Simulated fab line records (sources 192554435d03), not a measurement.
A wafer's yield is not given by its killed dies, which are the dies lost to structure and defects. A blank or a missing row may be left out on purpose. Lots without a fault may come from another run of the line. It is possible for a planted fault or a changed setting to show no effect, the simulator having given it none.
Lot-split experiment ; flow n5_finfet ; 7 lots, 39 wafers read, on a route of 1938 steps

## THE SPLIT ITSELF
At N5_GATE_CUT_ETCH_37 (etches SOC in N2/H2, target depth 60 nm, overetch 12 nm, time 90 s), the setting bias_w was moved away from the recipe's 150 W on 12 of the 39 wafers read, by -18.8% to +9.1%. This setting was run at the recipe's value on the other wafers.

The reading is taken at the split's own step.

## THE READING
rf_vpp_V, in V, at N5_GATE_CUT_ETCH_37 (etches SOC in N2/H2, target depth 60 nm, overetch 12 nm, time 90 s). On this fab line, fault-free wafers typically give 523.7 V with a standard deviation of 2.7 V.

wafer;tool, chamber at the split;bias_w as run, W;against the recipe;rf_vpp_V, V;against lot-mates on the recipe
L074.1;rie_diel-05, 2;128.3;-14.5%;472.7;-50.0
L074.2;rie_diel-05, 3;128.3;-14.5%;478.1;-44.6
L074.3;rie_diel-05, 1;150;recipe;525.1;-
L074.4;rie_diel-05, 0;150;recipe;521.2;-
L074.5;rie_diel-05, 3;128.3;-14.5%;477.7;-45.0
L074.6;rie_diel-05, 0;150;recipe;521.7;-
L078.1;rie_diel-04, 0;150;recipe;520.0;-
L078.2;rie_diel-04, 2;125.7;-16.2%;468.1;-53.0
L078.3;rie_diel-04, 1;125.7;-16.2%;469.5;-51.6
L078.4;rie_diel-04, 0;150;recipe;519.3;-
L078.5;rie_diel-04, 1;150;recipe;524.0;-
L078.6;rie_diel-04, 2;125.7;-16.2%;468.2;-52.9
L083.1;rie_diel-05, 0;150;recipe;519.8;-
L083.2;rie_diel-05, 2;150;recipe;524.2;-
L083.4;rie_diel-05, 3;150;recipe;526.6;-
L084.1;rie_diel-05, 2;150;recipe;523.1;-
L084.2;rie_diel-05, 1;150;recipe;524.6;-
L084.3;rie_diel-05, 0;150;recipe;520.7;-
L084.4;rie_diel-05, 3;150;recipe;526.7;-
L084.5;rie_diel-05, 3;150;recipe;526.2;-
L084.6;rie_diel-05, 2;150;recipe;523.0;-
L087.1;rie_diel-04, 0;150;recipe;520.0;-
L087.2;rie_diel-04, 2;150;recipe;523.3;-
L087.3;rie_diel-04, 3;150;recipe;528.3;-
L087.4;rie_diel-04, 1;150;recipe;525.1;-
L087.5;rie_diel-04, 2;150;recipe;522.7;-
L087.6;rie_diel-04, 1;150;recipe;524.0;-
L089.1;rie_diel-04, 1;163.7;+9.1%;555.1;+31.5
L089.2;rie_diel-04, 0;150;recipe;519.8;-
L089.3;rie_diel-04, 2;163.7;+9.1%;553.7;+30.1
L089.4;rie_diel-04, 3;163.7;+9.1%;558.1;+34.5
L089.5;rie_diel-04, 3;150;recipe;528.4;-
L089.6;rie_diel-04, 0;150;recipe;522.7;-
L094.1;rie_diel-03, 1;150;recipe;520.0;-
L094.2;rie_diel-03, 3;121.8;-18.8%;459.8;-63.0
L094.3;rie_diel-03, 2;121.8;-18.8%;454.8;-68.0
L094.4;rie_diel-03, 0;150;recipe;527.7;-
L094.5;rie_diel-03, 1;150;recipe;520.7;-
L094.6;rie_diel-03, 0;121.8;-18.8%;460.8;-62.0

THE FIT
A straight line over all 39 wafers: rf_vpp_V changes by +3.4 V for each +1% of bias_w; r = +0.99; the points scatter about the line by 2.7 V.
The same after taking each lot's own level away (the mean of its wafers on the recipe; 39 wafers): +3.34 V for each +1%; r = +1.00; scatter 2.7 V.
The reading moves by 63 V for the largest change in bias_w, on that fit.
The span of the lots' own levels, 521.10 to 524.05 V, comes to 1.1 times the standard deviation stated above.
Consequently the slope shifts little with the lot-to-lot level, the two slopes agreeing.
Check: -62.5 V against its lot-mates is what the line predicts for one of the wafers moved furthest among these (-18.8%) when that wafer is left out of the fit. Against them it came out at -63 V.
Tool readings at the split's step, against how far the setting was moved: rf_vpp_V r = +0.99.

## THE WHOLE CHAIN: every reading that the file lists as answering this split, in the file's order
step;what it does;reading;change (the file's fit);r (the file's)
N5_GATE_CUT_ETCH_37;etches SOC in N2/H2, target depth 60 nm, overetch 12 nm, time 90 s;rf_vpp_V;+3.33 V for each +1% of the setting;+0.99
N5_GATE_CUT_ETCH_37;etches SOC in N2/H2, target depth 60 nm, overetch 12 nm, time 90 s;SiARC_of_GATE_CUT_COAT_35.thk_nm (the simulator's own value, which no gauge read);-0.0509 nm for each +1% of the setting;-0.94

## THE FILE'S OWN FIT
rf_vpp_V changes by +3.33 V for each +1% of bias_w, r = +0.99.
